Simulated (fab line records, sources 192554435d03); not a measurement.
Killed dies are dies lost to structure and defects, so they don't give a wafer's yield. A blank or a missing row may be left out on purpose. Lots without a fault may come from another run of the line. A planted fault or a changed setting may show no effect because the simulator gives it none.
Chamber matching | flow n5_finfet | N5_BEOL_M0_PRE_CLEAN_131 on cvd_co-01: 3 sister chambers
The step time 15 s. 3 wafers are shown with their chamber, then 7 later ones without.

WAFERS WITH THEIR CHAMBER
wafer  | chamber | heater_power_outer_w (W)
L867.3 | 2       | 13
L868.2 | 1       | 26
L868.3 | 0       | 13

WAFERS WITHOUT THEIR CHAMBER
wafer  | heater_power_outer_w (W)
L868.5 | 13
L873.1 | 25
L873.3 | 14
L873.5 | 14
L874.2 | 13
L874.3 | 13
L874.5 | 14

WHICH CHAMBER EACH WENT THROUGH
wafer  | from the rows above     | in truth
L868.5 | can't be placed: 0 or 2 | 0
L873.1 | 1                       | 1
L873.3 | can't be placed: 0 or 2 | 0
L873.5 | can't be placed: 0 or 2 | 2
L874.2 | can't be placed: 0 or 2 | 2
L874.3 | can't be placed: 0 or 2 | 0
L874.5 | can't be placed: 0 or 2 | 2
Placed correctly: 1 of 7. Can't be placed from these rows: 6 (the true chamber is among the candidates in 6). Placed wrongly: 0.
How it was worked out, from the rows above alone: a wafer's distance from a chamber is the root of the sum, over the readings, of the square of ((its reading less the chamber's mean) divided by the reading's scatter). The wafer belongs to the nearest chamber; if the next one is less than 2 further off, it can't be placed. A chamber's mean is the mean of its shown wafers. The scatter: with one shown wafer a chamber, the root of the mean of the squares of how far each hidden wafer lies from its nearest shown one.
